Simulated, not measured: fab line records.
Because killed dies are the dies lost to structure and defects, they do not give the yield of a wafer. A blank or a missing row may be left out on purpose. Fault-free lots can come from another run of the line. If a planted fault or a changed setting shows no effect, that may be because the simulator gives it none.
Matching of chambers	flow n5-finfet	N5_HKMG_FIN_CMP_94 on cmp-01: 4 sister chambers
The step polishes, stops on SiNx, t overpolish 4.7 s, target thk 43.299 nm. 4 wafers are shown with their chamber, then 9 later ones without.

== WAFERS WITH THEIR CHAMBER ==
wafer	chamber	motor-current-A (A)
L082.5	2	13.1
L084.1	1	13.2
L087.2	0	15.0
L087.5	3	12.2

== WAFERS WITH NO CHAMBER GIVEN ==
wafer	motor-current-A (A)
L089.1	11.1
L089.2	14.4
L089.3	12.2
L090.1	11.9
L090.5	14.5
L090.6	13.2
L095.1	12.3
L095.2	12.0
L095.4	13.0

== WHICH CHAMBER EACH ONE RAN IN ==
wafer	from the rows above	in truth
L089.1	can't be placed: 3 or 2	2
L089.2	can't be placed: 0 or 1 or 2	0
L089.3	can't be placed: 3 or 2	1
L090.1	can't be placed: 3 or 2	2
L090.5	can't be placed: 0 or 1 or 2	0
L090.6	can't be placed: 1 or 2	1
L095.1	can't be placed: 3 or 2 or 1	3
L095.2	can't be placed: 3 or 2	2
L095.4	can't be placed: 2 or 1 or 3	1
0 of 9 placed correctly. Cannot be placed on the basis of these rows: 9; the candidates contain the true chamber in 8. Wrongly placed: 0.
How it was worked out, from the rows above alone: a wafer's distance from a chamber is the root of the sum, over the readings, of the square of ((its reading less the chamber's mean) divided by the reading's scatter). The wafer belongs to the nearest chamber; if the next one is less than 2 further off, it can't be placed. The mean given for a chamber averages the wafers shown for that chamber. The scatter: root of mean squared gap, hidden wafer to nearest shown wafer, with one shown wafer a chamber.
